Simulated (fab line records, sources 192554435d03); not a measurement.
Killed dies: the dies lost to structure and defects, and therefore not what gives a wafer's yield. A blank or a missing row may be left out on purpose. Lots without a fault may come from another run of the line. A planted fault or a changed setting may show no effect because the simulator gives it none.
fab line records	flow n5_finfet
[record] lots = 5	wafers = 15	last_day = 16
route steps=1938 shown HKMG_FIN@426 GATE_CUT@465 BEOL_M4@1111
lots untouched by any fault: they come from a run of this same line in which no faults occurred
start_h: start of the lot's first displayed wafer, in hours after the record's first day	wait_h: how many hours have passed since the lot's step before this one	" identical to the entry in the row above	L1.1+2: several wafers, shown together as one row	- either no value or no given start	* or withheld: withheld	< > ~ a bound
route shown NAME@n: a module of which the file shows steps, and the number in the route of the first	usual: the fault-free wafers' mean and standard deviation	same: alike in all rows	chamber/n: place in a boat	sites: each site's reading	_std_site: the values' standard deviation	_edge_site: mean of outer sites minus mean of inner sites	radius_mm: how far each site lies from the wafer's centre	mask NAME#n: copy n	behind: the most recent tool/chamber to have shaped the wafer	hold: why the lot was held/for how many hours/how that ended	device: names the non-switching transistor (n, p or np)	end of line: the same wafers' tests at the end of the route	where a step has no rows: the recipe by itself	killed: at the first sort, the dies lost to defects and structure; wafer yield is something else	map: the dies of a wafer, with x for killed, . for not killed, _ for no die there
set.NAME: setting as actually run; set.NAME@STEP: the setting as run at that earlier step	model.NAME: the simulator's own value behind a step, which no gauge read
lots seen at some steps along the route; tables by step, rows by wafer
services: the hour from which a tool's chamber was out of use, counted from the record's first day as start_h (under 0 if before that day), plus the number of hours and why
[[steps]]
[step N5_HKMG_FIN_SOFTBAKE_07]
[recipe] temp_c = 110	time_s = 60	resist = CAR-ArF
[step N5_HKMG_FIN_EXPOSE_09]
[recipe] mask_id = NWFM	na = 1.35	source_shape = conventional	sigma_outer = 0.8	polarization = unpolarized	dose_mj = 39.25
[step N5_HKMG_FIN_PEB_10]
[recipe] peb_temp_c = withheld	peb_time_s = 60	resist = CAR-ArF
[step N5_HKMG_FIN_DEVELOP_11]
[recipe] develop_time_s = 30	developer = TMAH	resist = CAR-ArF	dev_temp_c = 23	rinse_liquid = diw	dry = air_spin
[step N5_HKMG_FIN_CD_MEAS_12]
[recipe] target_cd_nm = 92.8	landing_energy_ev = 500	detector = se_inlens
[usual] cd_nm = 92.6/0.48
[same] landing_energy_ev = 500
lot.wafer	tool	chamber	start_h	wait_h	cd_nm
L170.2	cd_sem-02	0	75.83	-	92.7
L170.3	"	0	"	"	92.6
L170.6	"	0	"	"	92.9
L171.1	cd_sem-01	0	80.05	-	91.3
L171.3	"	0	"	"	92.3
L171.5	"	0	"	"	92.4
L178.1	cd_sem-01	0	127.11	-	92.5
L178.3	"	0	"	"	92.2
L178.5	"	0	"	"	92.3
L189.2	cd_sem-02	0	193.23	-	92.3
L189.5	"	0	"	"	92.2
L189.6	"	0	"	"	92.4
L190.2	cd_sem-02	0	194.75	-	91.6
L190.3	"	0	"	"	92.6
L190.4	"	0	"	"	92.5
[step N5_HKMG_FIN_OVL_MEAS_13]
[recipe] points_per_wafer = 44
[usual] NWFM_OVL = 0.0/0.66
lot.wafer	tool	chamber	start_h	wait_h	NWFM_OVL[nm]
L170.2	overlay-02	0	75.86	0.0	-0.4
L170.3	"	0	"	"	-0.2
L170.6	"	0	"	"	0.8
L171.1	overlay-02	0	80.08	0.0	-1.8
L171.3	"	0	"	"	-1.9
L171.5	"	0	"	"	-1.8
L178.1	overlay-01	0	127.14	0.0	0.1
L178.3	"	0	"	"	0.0
L178.5	"	0	"	"	0.8
L189.2	overlay-02	0	193.26	0.0	0.7
L189.5	"	0	"	"	1.1
L189.6	"	0	"	"	-0.6
L190.2	overlay-02	0	194.78	0.0	-0.3
L190.3	"	0	"	"	0.7
L190.4	"	0	"	"	0.1
[step N5_HKMG_FIN_INSPECT_14]
[recipe] mode = adi	inspect_instrument = macro
[usual] raw_defect_count = 1.9/1.4
lot.wafer	tool	chamber	start_h	wait_h	raw_defect_count
L170.2	defect_inspect-01	-	75.88	0.0	1
L170.3	"	-	"	"	2
L170.6	"	-	"	"	5
L171.1	defect_inspect-02	-	80.11	0.0	3
L171.3	"	-	"	"	2
L171.5	"	-	"	"	5
L178.1	defect_inspect-01	-	127.16	0.0	1
L178.3	"	-	"	"	2
L178.5	"	-	"	"	0
L189.2	defect_inspect-02	-	193.28	0.0	2
L189.5	"	-	"	"	0
L189.6	"	-	"	"	1
L190.2	defect_inspect-01	-	194.80	0.0	1
L190.3	"	-	"	"	2
L190.4	"	-	"	"	1
[step N5_HKMG_FIN_DESCUM_17]
[recipe] chemistry = O2	time_s = 7.9	source_power_w = 50	bias_power_w = 20	pressure_mtorr = 20	rf_frequency_hz = 2.712e+07	temp_c = 40	resist = CAR-ArF	o2_flow_sccm = 225
[step N5_HKMG_FIN_ETCH_31]
[recipe] chemistry = CF4	target = SiARC	target_depth_a = 455	mask_material = CAR-ArF	time_s = 75.8	ion_energy_ev = 80	pressure_mtorr = 40	source_w = 545	bias_w = 36	Ar_flow_sccm = 100	cf4_flow_sccm = 100	ends = cleared
[step N5_HKMG_FIN_ETCH_32]
[recipe] chemistry = N2/H2	target = SOC	target_depth_a = 2400	temp_c = 40	time_s = 300	ion_energy_ev = 200	mask_material = SiARC	pressure_mtorr = 30	source_w = 840	bias_w = 150	n2_flow_sccm = 200	h2_flow_sccm = 200
[step N5_HKMG_FIN_STRIP_33]
[recipe] chemistry = N2/H2	temp_c = 40	n2_flow_sccm = 200	h2_flow_sccm = 200	rf_frequency_hz = 6e+07
[step N5_HKMG_FIN_STRIP_34]
[recipe] chemistry = CF4	resist = SiARC	power_w = 300	bias_power_w = 75	pressure_mtorr = 50	cf4_flow_sccm = 150	rf_frequency_hz = 6e+07
[step N5_HKMG_FIN_ETCH_35]
[recipe] chemistry = N2/H2	target = SOC	target_depth_a = 2158	ion_energy_ev = 65	bias_w = 5	source_w = 3000	time_s = 243.4	pressure_mtorr = 30	n2_flow_sccm = 200	h2_flow_sccm = 200
[usual] drypump_motor_current_A = 5.6/0.43	oes_product_au = 0.80/0.09	rf_vpp_V = 141.7/1.1	showerhead_plenum_p_Torr = 2.56/0.088	throttle_valve_pct = 17.88/0.25
lot.wafer	tool	chamber	start_h	wait_h	drypump_motor_current_A	oes_product_au	rf_hours_counter_h	rf_vpp_V	showerhead_plenum_p_Torr	throttle_valve_pct	model.HKMG_FIN.feature_depth_nm	model.etch.depth_nm	model.SOC_of_HKMG_FIN_COAT_29.thk_nm
L170.2	rie_diel-01	3	76.26	0.0	5.4	0.85	62	142.0	2.47	17.50	214.8	214.9	84.2
L170.3	"	2	"	"	5.3	0.83	80	141.0	2.47	17.71	219.2	219.2	79.6
L170.6	"	2	"	"	5.3	0.82	-	141.6	2.47	17.71	219.2	219.1	80.4
L171.1	rie_diel-06	2	80.44	0.0	5.8	0.74	183	143.0	2.53	17.98	214.2	214.2	86.4
L171.3	"	0	"	"	4.8	0.89	33	143.4	2.69	17.81	218.8	218.8	82.2
L171.5	"	2	"	"	5.8	0.73	-	141.2	2.53	17.97	214.8	214.8	86.6
L178.1	rie_diel-01	1	127.50	0.0	5.7	0.70	207	140.2	2.51	17.97	213	213.1	86.4
L178.3	"	3	"	"	5.3	0.82	79	140.7	2.47	17.53	214.4	214.3	85.8
L178.5	"	0	"	"	6.2	0.71	-	142.1	2.53	18.25	212.6	212.6	88.2
L189.2	rie_diel-01	2	193.62	0.0	5.3	0.77	121	140.6	2.45	17.80	216.2	216.2	84.4
L189.5	"	1	"	"	5.7	0.69	-	140.7	2.50	17.98	212.8	212.9	87.4
L189.6	"	0	"	"	6.1	0.70	-	141.2	2.52	18.30	214.8	214.8	85.2
L190.2	rie_diel-06	3	195.14	0.0	5.7	0.96	242	142.4	2.61	18.30	353.4	353.4	0
L190.3	"	0	"	"	4.8	1.20	66	143.2	2.68	17.90	362	361.9	0
L190.4	"	0	"	"	4.8	0.85	-	143.5	2.68	17.86	219.8	219.8	82.2
[step N5_HKMG_FIN_STRIP_92]
[recipe] chemistry = N2/H2	material = SOC	time_s = 20	power_w = 500	temp_c = 40	pressure_mtorr = 50	rf_frequency_hz = 6e+07	bias_power_w = 8	h2_frac = 0.5	n2_flow_sccm = 300	h2_flow_sccm = 300
[usual] bias_power_w = 7.998/0.024	drypump_motor_current_A = 5.6/0.43	oes_product_au = 0.80/0.09	rf_vpp_V = 54.2/0.82	showerhead_plenum_p_Torr = 3.38/0.11	throttle_valve_pct = 19.06/0.27
lot.wafer	tool	chamber	start_h	wait_h	bias_power_w	drypump_motor_current_A	oes_product_au	rf_hours_counter_h	rf_vpp_V	showerhead_plenum_p_Torr	throttle_valve_pct	model.SOC_of_HKMG_FIN_COAT_29.thk_nm
L170.2	rie_diel-01	3	76.41	0.1	8.010	5.4	0.85	62	54.6	3.27	18.94	74
L170.3	"	2	"	"	8.025	5.3	0.82	80	53.0	3.26	19.25	69.2
L170.6	"	2	"	"	7.999	5.3	0.83	-	54.9	3.26	19.27	70
L171.1	rie_diel-06	2	80.59	0.1	8.000	5.8	0.73	183	53.5	3.34	19.01	76
L171.3	"	0	"	"	7.984	4.8	0.90	33	55.0	3.55	18.73	71.8
L171.5	"	2	"	"	7.976	5.8	0.74	-	53.8	3.34	19.02	76.2
L178.1	rie_diel-01	1	127.65	0.1	8.008	5.6	0.70	207	52.9	3.32	19.16	76.4
L178.3	"	3	"	"	7.993	5.4	0.81	79	53.4	3.26	18.97	75.8
L178.5	"	0	"	"	7.990	6.2	0.71	-	53.0	3.34	19.38	78.2
L189.2	rie_diel-01	2	193.77	0.1	8.037	5.3	0.77	121	54.5	3.24	19.32	74.2
L189.5	"	1	"	"	7.994	5.6	0.69	-	54.4	3.31	19.19	77.4
L189.6	"	0	"	"	8.027	6.2	0.69	-	53.8	3.33	19.42	75.2
L190.2	rie_diel-06	3	195.29	0.1	7.987	5.7	0.69	242	53.2	3.44	19.26	0
L190.3	"	0	"	"	8.031	4.8	0.86	66	55.8	3.53	18.80	0
L190.4	"	0	"	"	8.003	4.8	0.85	-	55.2	3.53	18.78	71.8
[step N5_HKMG_FIN_WET_ETCH_18]
[recipe] chemistry = SC1	target = TiN	mix = 1:1:5	temp_c = *	time_s = 55	target_depth_nm = 5.2	dry = ipa_marangoni	rinse_time_s = 30	rinse_temp_c = 23
[step N5_HKMG_FIN_STRIP_19]
[recipe] chemistry = N2/H2	power_w = 2500	temp_c = 300	h2_frac = 0.65	time_s = 360	pressure_mtorr = withheld	n2_flow_sccm = 1750	h2_flow_sccm = 3250
[step N5_HKMG_FIN_ALD_91]
[recipe] material = TiN	target_thk_a = 10	temp_c = 400	ald_precursor_family = TiCl4	ald_co_reactant = NH3	pulse_time_s = 1	purge_time_s = 3	co_reactant_purge_time_s = 2	co_reactant_pulse_time_s = 2	ald_cycles = 47	pressure_torr = 3
[step N5_HKMG_FIN_COAT_85]
[recipe] resist = SOC	temp_c = 250	time_s = 60	spin_rpm = 1500	resist_thk_nm = 300
[step N5_HKMG_FIN_ETCH_86]
[recipe] chemistry = N2/H2	target = SOC	target_depth_a = 3932	stop_on = TiN	ion_energy_ev = 100	bias_w = 61	pressure_mtorr = 30	source_w = 850	n2_flow_sccm = 200	h2_flow_sccm = 200
[usual] drypump_motor_current_A = 5.6/0.42	oes_product_au = 0.80/0.086	rf_vpp_V = 240.7/1.3	showerhead_plenum_p_Torr = 2.55/0.086	throttle_valve_pct = 17.83/0.26
lot.wafer	tool	chamber	start_h	wait_h	drypump_motor_current_A	oes_product_au	rf_hours_counter_h	rf_vpp_V	showerhead_plenum_p_Torr	throttle_valve_pct
L170.2	rie_diel-01	2	77.28	-	5.3	0.81	80	238.8	2.47	17.69
L170.3	"	0	"	"	6.2	0.72	191	240.1	2.54	18.17
L170.6	"	0	"	"	6.2	0.72	-	241.0	2.54	18.20
L171.1	rie_diel-01	0	81.47	-	6.2	0.71	193	241.0	2.53	18.20
L171.3	"	3	"	"	5.4	0.84	64	238.9	2.47	17.49
L171.5	"	3	"	"	5.4	0.84	-	239.6	2.47	17.47
L178.1	rie_diel-01	0	128.55	-	6.2	0.70	208	239.7	2.53	18.23
L178.3	"	1	"	"	5.6	0.70	208	240.0	2.51	17.92
L178.5	"	0	"	"	6.2	0.70	-	240.3	2.53	18.21
L189.2	rie_diel-05	0	194.64	-	5.5	0.86	43	238.9	2.48	17.53
L189.5	"	0	"	"	5.5	0.85	-	239.3	2.48	17.56
L189.6	"	1	"	"	6.1	0.89	-	241.0	2.59	17.50
L190.2	rie_diel-06	0	196.17	-	4.8	0.83	66	240.7	2.68	17.84
L190.3	"	3	"	"	5.7	0.68	242	241.9	2.61	18.20
L190.4	"	1	"	"	6.2	0.85	-	243.9	2.70	17.91
[step N5_HKMG_FIN_STRIP_89]
[recipe] chemistry = N2/H2	material = SOC	time_s = 20	power_w = 500	temp_c = 40	pressure_mtorr = 50	rf_frequency_hz = 6e+07	bias_power_w = 8	h2_frac = 0.5	n2_flow_sccm = 300	h2_flow_sccm = 300
[usual] bias_power_w = 8.002/0.026	drypump_motor_current_A = 5.6/0.42	oes_product_au = 0.80/0.09	rf_vpp_V = 54.2/0.81	showerhead_plenum_p_Torr = 3.36/0.11	throttle_valve_pct = 19.06/0.27
lot.wafer	tool	chamber	start_h	wait_h	bias_power_w	drypump_motor_current_A	oes_product_au	rf_hours_counter_h	rf_vpp_V	showerhead_plenum_p_Torr	throttle_valve_pct
L170.2	rie_diel-01	2	77.34	0.0	8.041	5.3	0.83	80	53.8	3.26	19.28
L170.3	"	0	"	"	8.025	6.2	0.73	191	54.6	3.35	19.36
L170.6	"	0	"	"	8.032	6.2	0.72	-	55.0	3.35	19.36
L171.1	rie_diel-01	0	81.53	0.0	8.028	6.2	0.73	193	55.4	3.35	19.35
L171.3	"	3	"	"	8.012	5.4	0.85	64	54.3	3.27	18.96
L171.5	"	3	"	"	7.992	5.4	0.85	-	54.4	3.27	18.95
L178.1	rie_diel-01	0	128.61	0.0	8.008	6.2	0.71	208	54.6	3.34	19.40
L178.3	"	1	"	"	8.046	5.6	0.69	208	54.0	3.32	19.15
L178.5	"	0	"	"	8.014	6.2	0.71	-	54.6	3.34	19.39
L189.2	rie_diel-05	0	194.70	0.0	8.002	5.5	0.86	43	53.4	3.28	18.76
L189.5	"	0	"	"	7.991	5.5	0.86	-	54.6	3.28	18.75
L189.6	"	1	"	"	7.973	6.1	0.91	-	54.1	3.41	18.88
L190.2	rie_diel-06	0	196.23	0.0	8.046	4.8	0.84	66	54.8	3.53	18.80
L190.3	"	3	"	"	8.071	5.7	0.68	243	54.1	3.44	19.25
L190.4	"	1	"	"	7.970	6.2	0.86	-	53.9	3.56	19.30
[step N5_HKMG_FIN_WET_ETCH_87]
[recipe] chemistry = SC1	target = TiN	mix = 1:2:40	temp_c = 50	time_s = 154.2	target_depth_nm = 4.7	dry = ipa_marangoni	rinse_time_s = 30	rinse_temp_c = 23
[step N5_HKMG_FIN_STRIP_88]
[recipe] chemistry = N2/H2	power_w = 2500	temp_c = 300	h2_frac = 0.65	time_s = 360	pressure_mtorr = withheld	n2_flow_sccm = 1750	h2_flow_sccm = 3250
[step N5_HKMG_FIN_NWFM_ALD_20]
[recipe] material = TiAlC	target_thk_a = 20	temp_c = 300	ald_precursor_family = TiCl4	ald_co_reactant = TEA	pulse_time_s = 3	purge_time_s = 2	co_reactant_purge_time_s = 2	co_reactant_pulse_time_s = 10	ald_cycles = 7	pressure_torr = 3
[step N5_HKMG_FIN_ALD_71]
[recipe] material = TiN	target_thk_a = 10	temp_c = 400	ald_precursor_family = TiCl4	ald_co_reactant = NH3	pulse_time_s = 1	purge_time_s = 3	co_reactant_purge_time_s = 2	co_reactant_pulse_time_s = 2	ald_cycles = 47	pressure_torr = 3
[step N5_HKMG_FIN_COAT_66]
[recipe] resist = SOC	temp_c = 250	time_s = 60	spin_rpm = 1500	resist_thk_nm = 300
[step N5_HKMG_FIN_ETCH_67]
[recipe] chemistry = N2/H2	target = SOC	target_depth_a = 3889	stop_on = TiN	ion_energy_ev = 100	bias_w = 61	pressure_mtorr = 30	source_w = 850	n2_flow_sccm = 200	h2_flow_sccm = 200
[usual] drypump_motor_current_A = 5.6/0.39	oes_product_au = 0.78/0.081	rf_vpp_V = 240.5/1.4	showerhead_plenum_p_Torr = 2.53/0.077	throttle_valve_pct = 17.84/0.25
lot.wafer	tool	chamber	start_h	wait_h	drypump_motor_current_A	oes_product_au	rf_hours_counter_h	rf_vpp_V	showerhead_plenum_p_Torr	throttle_valve_pct
L170.2	rie_diel-01	3	78.35	-	5.4	0.84	63	241.2	2.47	17.46
L170.3	"	2	"	"	5.3	0.81	80	239.9	2.47	17.68
L170.6	"	1	"	"	5.7	0.71	-	239.9	2.52	17.88
L171.1	rie_diel-05	1	82.54	-	6.1	0.67	246	240.5	2.60	17.92
L171.3	"	2	"	"	5.7	0.91	28	239.0	2.48	17.90
L171.5	"	0	"	"	5.5	0.95	-	242.0	2.49	17.47
L178.1	rie_diel-01	2	129.62	-	5.3	0.79	99	241.2	2.46	17.72
L178.3	"	0	"	"	6.2	0.70	208	240.3	2.53	18.22
L178.5	"	0	"	"	6.2	0.70	-	240.1	2.53	18.23
L189.2	rie_diel-05	2	195.72	-	5.6	0.84	75	239.2	2.46	17.97
L189.5	"	2	"	"	5.7	0.84	-	239.4	2.46	17.97
L189.6	"	3	"	"	5.0	0.87	-	242.3	2.70	17.52
L190.2	rie_diel-01	0	197.26	-	6.2	0.69	232	241.3	2.52	18.29
L190.3	"	2	"	"	5.3	0.76	122	239.0	2.45	17.76
L190.4	"	1	"	"	5.6	0.69	232	241.9	2.50	17.95
[step N5_HKMG_FIN_STRIP_90]
[recipe] chemistry = N2/H2	material = SOC	time_s = 20	power_w = 500	temp_c = 40	pressure_mtorr = 50	rf_frequency_hz = 6e+07	bias_power_w = 8	h2_frac = 0.5	n2_flow_sccm = 300	h2_flow_sccm = 300
[step N5_HKMG_FIN_WET_ETCH_73]
[recipe] chemistry = SC1	mix = 1:2:40	temp_c = 50	time_s = 42.3	target_depth_nm = 1.3	dry = ipa_marangoni	rinse_time_s = 30	rinse_temp_c = 23
[step N5_HKMG_FIN_ETCHBACK_68]
[recipe] chemistry = Cl2/Ar	stop_on = HfO2	target_depth_a = 5	pressure_mtorr = 10	icp_w = 600	bias_w = 60	Cl2_flow_sccm = 40	Ar_flow_sccm = 60
[usual] drypump_motor_current_A = 5.9/0.31	oes_product_au = 0.76/0.11	throttle_valve_pct = 20.70/0.11
lot.wafer	tool	chamber	start_h	wait_h	drypump_motor_current_A	oes_product_au	rf_hours_counter_h	throttle_valve_pct
L170.2	rie_metal-02	0	78.57	0.0	6.2	0.84	23	20.73
L170.3	"	0	"	"	6.2	0.84	-	20.72
L170.6	"	0	"	"	6.1	0.83	-	20.72
L171.1	rie_metal-02	0	82.77	0.0	6.2	0.84	23	20.70
L171.3	"	0	"	"	6.1	0.84	-	20.73
L171.5	"	0	"	"	6.2	0.84	-	20.72
L178.1	rie_metal-03	1	129.84	0.0	5.8	0.79	34	20.65
L178.3	"	1	"	"	5.8	0.79	-	20.63
L178.5	"	1	"	"	5.8	0.80	-	20.63
L189.2	rie_metal-01	0	195.94	0.0	5.5	0.88	14	20.72
L189.5	"	1	"	"	5.4	0.64	-	20.89
L189.6	"	0	"	"	5.5	0.88	-	20.73
L190.2	rie_metal-02	1	197.48	0.0	6.2	0.91	6	20.48
L190.3	"	0	"	"	6.1	0.80	-	20.74
L190.4	"	1	"	"	6.2	0.92	-	20.47
[step N5_HKMG_FIN_STRIP_69]
[recipe] chemistry = N2/H2	power_w = 2500	temp_c = 300	h2_frac = 0.65	time_s = 360	pressure_mtorr = withheld	n2_flow_sccm = 1750	h2_flow_sccm = 3250
[step N5_HKMG_FIN_ALD_21]
[recipe] material = TiN	target_thk_a = 15	temp_c = 400	ald_precursor_family = TiCl4	ald_co_reactant = NH3	pulse_time_s = 1	purge_time_s = 3	co_reactant_purge_time_s = 2	co_reactant_pulse_time_s = 2	ald_cycles = 68	pressure_torr = 3
[step N5_HKMG_FIN_ALD_72]
[recipe] material = W	target_thk_a = 20	temp_c = 300	pressure_torr = 7.5	ald_precursor_family = WF6	ald_co_reactant = B2H6	pulse_time_s = 1	purge_time_s = 2	co_reactant_purge_time_s = 2	co_reactant_pulse_time_s = 3	ald_cycles = 7
[step N5_HKMG_FIN_W_FILL_22]
[recipe] material = W	target_thk_a = 600	temp_c = 400	pressure_torr = 39.4	time_s = 18.2
[step N5_HKMG_FIN_PRECLEAN_83]
[recipe] chemistry = DIW	time_s = 57.5	temp_c = 23
[step N5_HKMG_FIN_SRD_84]
[recipe] dry_time_s = 32	dry = n2_spin	spin_rpm = 1500
[step N5_HKMG_FIN_CMP_23]
[recipe] stop_on = SiNx	t_overpolish_s = 10	post_cmp_clean = rinse_only	down_force_psi = 4	platen_rpm = 50.289	pad_velocity_m_s = 1.0006	target_thk_nm = 46.326
[step N5_HKMG_FIN_CMP_94]
[recipe] stop_on = SiNx	post_cmp_clean = w_dilute_nh4oh	t_overpolish_s = 4.7	down_force_psi = 4	platen_rpm = 50.289	pad_velocity_m_s = 1.0006	target_thk_nm = 43.299
[step N5_HKMG_FIN_INSPECT_28]
[recipe] inspect_instrument = darkfield	mode = post_cmp
[usual] raw_defect_count = 38/18
lot.wafer	tool	chamber	start_h	wait_h	raw_defect_count
L170.2	defect_inspect-02	-	80.34	0.0	31
L170.3	"	-	"	"	30
L170.6	"	-	"	"	18
L171.1	defect_inspect-01	-	84.53	0.0	49
L171.3	"	-	"	"	29
L171.5	"	-	"	"	17
L178.1	defect_inspect-01	-	131.80	0.0	41
L178.3	"	-	"	"	69
L178.5	"	-	"	"	29
L189.2	defect_inspect-01	-	197.71	0.0	26
L189.5	"	-	"	"	37
L189.6	"	-	"	"	41
L190.2	defect_inspect-02	-	199.25	0.0	13
L190.3	"	-	"	"	25
L190.4	"	-	"	"	17
[step N5_GATE_CUT_ETCHBACK_00]
[recipe] chemistry = SF6/Cl2	target = W	pressure_mtorr = 8	icp_w = 900	bias_w = 80	SF6_flow_sccm = 40	Cl2_flow_sccm = 60
[step N5_GATE_CUT_ETCH_56]
[recipe] chemistry = Cl2/Ar	target = TiN	target_depth_a = 216	pressure_mtorr = 10	icp_w = 600	bias_w = 60	Cl2_flow_sccm = 40	Ar_flow_sccm = 60
[step N5_GATE_CUT_ETCHBACK_30]
[recipe] chemistry = Cl2/Ar	target = TiN	target_depth_a = 30	mode = isotropic	pressure_mtorr = 10	icp_w = 600	bias_w = 60	Cl2_flow_sccm = 40	Ar_flow_sccm = 60
[usual] drypump_motor_current_A = 5.9/0.3	oes_product_au = 0.79/0.11	throttle_valve_pct = 20.68/0.11
lot.wafer	tool	chamber	start_h	wait_h	drypump_motor_current_A	oes_product_au	rf_hours_counter_h	throttle_valve_pct
L170.2	rie_metal-01	1	80.58	0.1	5.3	0.65	99	20.88
L170.3	"	0	"	"	5.6	0.94	-	20.68
L170.6	"	0	"	"	5.5	0.95	-	20.68
L171.1	rie_metal-01	0	84.81	0.1	5.6	0.94	5	20.68
L171.3	"	0	"	"	5.5	0.94	-	20.69
L171.5	"	0	"	"	5.6	0.94	-	20.69
L178.1	rie_metal-03	1	132.25	0.1	5.8	0.79	34	20.63
L178.3	"	1	"	"	5.8	0.79	-	20.63
L178.5	"	1	"	"	5.8	0.79	-	20.62
L189.2	rie_metal-03	1	197.95	0.1	5.8	0.77	40	20.63
L189.5	"	0	"	"	6.1	0.65	-	20.68
L189.6	"	1	"	"	5.8	0.78	-	20.63
L190.2	rie_metal-03	0	199.50	0.1	6.1	0.66	102	20.66
L190.3	"	1	"	"	5.8	0.78	-	20.65
L190.4	"	0	"	"	6.1	0.65	-	20.68
[step N5_BEOL_M4_RC_MEAS_101]
[usual] DIBL_N = 35.7/1.3	DIBL_P = 35.4/1.8	EOT_N = 10.52/0.09	EOT_P = 10.47/0.091	IGATE_N = 0.0126/0.0018	IGATE_P = 0.0038/0.00056	IOFF_N = 0.152/0.027	IOFF_P = 0.20/0.034	ION_N = 672/9.8	ION_P = 461/7.5	SS_N = 71.4/0.55	SS_P = 73.1/0.61	VT_N = 251/3.3	VT_P = -251/3.6
lot.wafer	tool	chamber	start_h	wait_h	DIBL_N[mV/V]	DIBL_P[mV/V]	EOT_N	EOT_P	IGATE_N[nA/um]	IGATE_P[nA/um]	IOFF_N[nA/um]	IOFF_P[nA/um]	ION_N[uA/um]	ION_P[uA/um]	SS_N[mV/dec]	SS_P[mV/dec]	VT_N[mV]	VT_P[mV]
L170.2	prober-02	0	162.89	0.2	34.8	37.0	10.44	10.49	0.0144	0.0044	0.161	0.23	683	471	71.2	73.2	247	-247
L170.3	"	0	"	"	36.3	38.8	10.47	10.40	0.0134	0.0041	0.196	0.26	688	473	71.1	73.5	245	-245
L170.6	"	0	"	"	35.8	38.0	10.44	10.46	0.0131	0.0040	0.179	0.25	684	472	71.4	73.3	246	-246
L171.1	prober-01	0	167.82	0.0	36.3	36.0	10.59	10.37	0.0130	0.0040	0.147	0.20	667	467	71.1	74.3	252	-249
L171.3	"	0	"	"	36.4	34.7	10.60	10.53	0.0122	0.0038	0.148	0.19	672	462	71.3	73.3	250	-249
L171.5	"	0	"	"	35.3	34.6	10.45	10.46	0.0148	0.0045	0.136	0.18	673	462	71.4	73.1	253	-251
L178.1	prober-02	0	218.32	0.4	34.5	33.5	10.43	10.41	0.0162	0.0049	0.130	0.18	682	465	71.4	72.8	254	-254
L178.3	"	0	"	"	35.4	34.2	10.52	10.33	0.0165	0.0049	0.139	0.19	668	459	71.7	73.3	254	-248
L178.5	"	0	"	"	33.3	31.3	10.52	10.44	0.0151	0.0045	0.104	0.15	652	453	72.0	71.6	258	-254
L189.2	prober-01	0	275.59	0.2	36.0	35.4	10.62	10.58	0.0114	0.0034	0.157	0.20	685	462	71.1	72.8	249	-251
L189.5	"	0	"	"	35.7	35.3	10.59	10.62	0.0098	0.0029	0.148	0.20	678	469	71.1	72.9	250	-249
L189.6	"	0	"	"	36.7	36.2	10.74	10.52	0.0103	0.0031	0.167	0.21	680	463	72.1	73.5	251	-251
L190.2	prober-02	0	281.75	0.8	35.7	35.9	10.12	10.12	0.0487	0.0143	0.144	0.18	676	461	71.4	73.6	250	-253
L190.3	"	0	"	"	34.5	34.6	10.16	10.14	0.0542	0.0159	0.133	0.15	675	456	71.0	72.5	250	-258
L190.4	"	0	"	"	33.7	33.4	10.56	10.48	0.0121	0.0035	0.118	0.14	657	449	71.7	72.6	251	-258
[[services]]
tool	chamber	start_h	hours	kind
rie_diel-05	0	54.38	-	clean
rie_diel-05	0	54.38	-	consumable_replace:focus_ring
rie_diel-05	0	54.38	18.2	scheduled_down
rie_diel-05	0	54.38	18.2	vent_cycle
rie_metal-01	0	56.98	5.3	repair
rie_diel-05	3	77.97	4.6	repair
rie_diel-05	3	82.67	-	clean
rie_diel-05	3	82.67	-	consumable_replace:focus_ring
rie_diel-05	3	82.67	-	consumable_replace:showerhead
rie_diel-05	3	82.67	23.6	scheduled_down
rie_diel-05	3	82.67	23.6	vent_cycle
rie_metal-02	1	97.22	-	clean
rie_metal-02	1	97.22	24.0	scheduled_down
rie_metal-02	1	97.22	24.0	vent_cycle
rie_diel-05	1	106.24	-	clean
rie_diel-05	1	106.24	-	consumable_replace:focus_ring
rie_diel-05	1	106.24	21.1	scheduled_down
rie_diel-05	1	106.24	21.1	vent_cycle
rie_metal-01	-	114.66	2.8	pm
rie_metal-03	0	129.62	17.6	repair
rie_metal-01	-	146.51	1.7	repair
rie_diel-06	0	149.96	9.6	repair
rie_diel-06	-	186.01	2.8	pm
rie_diel-06	2	193.07	5.0	repair
[[key]]
[first_sign] step = N5_HKMG_FIN_ETCH_35	reading = oes_product_au	direction = up	sigmas = 3.1	usual = 0.80	struck = 1.08
[effect] step = N5_BEOL_M4_RC_MEAS_101	reading = IGATE_N	direction = up	sigmas = 22	usual = 0.0126	struck = 0.0514
[effect] step = N5_BEOL_M4_RC_MEAS_101	reading = IGATE_P	direction = up	sigmas = 20	usual = 0.0038	struck = 0.0151
[effect] step = N5_BEOL_M4_RC_MEAS_101	reading = EOT_N	direction = down	sigmas = 4.3	usual = 10.52	struck = 10.14
[effect] step = N5_BEOL_M4_RC_MEAS_101	reading = EOT_P	direction = down	sigmas = 3.8	usual = 10.47	struck = 10.13
[model_effect] step = N5_HKMG_FIN_ETCH_35	value = HKMG_FIN.feature_depth_nm	without = 216.3	struck = 357.7
[model_effect] step = N5_HKMG_FIN_STRIP_92	value = SOC_of_HKMG_FIN_COAT_29.thk_nm	without = 75.3	struck = 0
met_at N5_HKMG_FIN_ETCH_35
struck_wafers L190.2,L190.3
sort_left_out L190.2,L190.3
onset_between 80.44 195.14
[fault] kind = process_parameter_drift	tool = rie_diel-06	chamber = -	onset_h = 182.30	steps = N5_HKMG_FIN_ETCH_35	channel = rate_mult	offset = 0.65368	shape = step	end_h = 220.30	scope = struck_wafers_only
// sort_left_out: the simulated sort isn't trusted on such a fault, so these wafers' sort isn't shown, and their yield isn't known
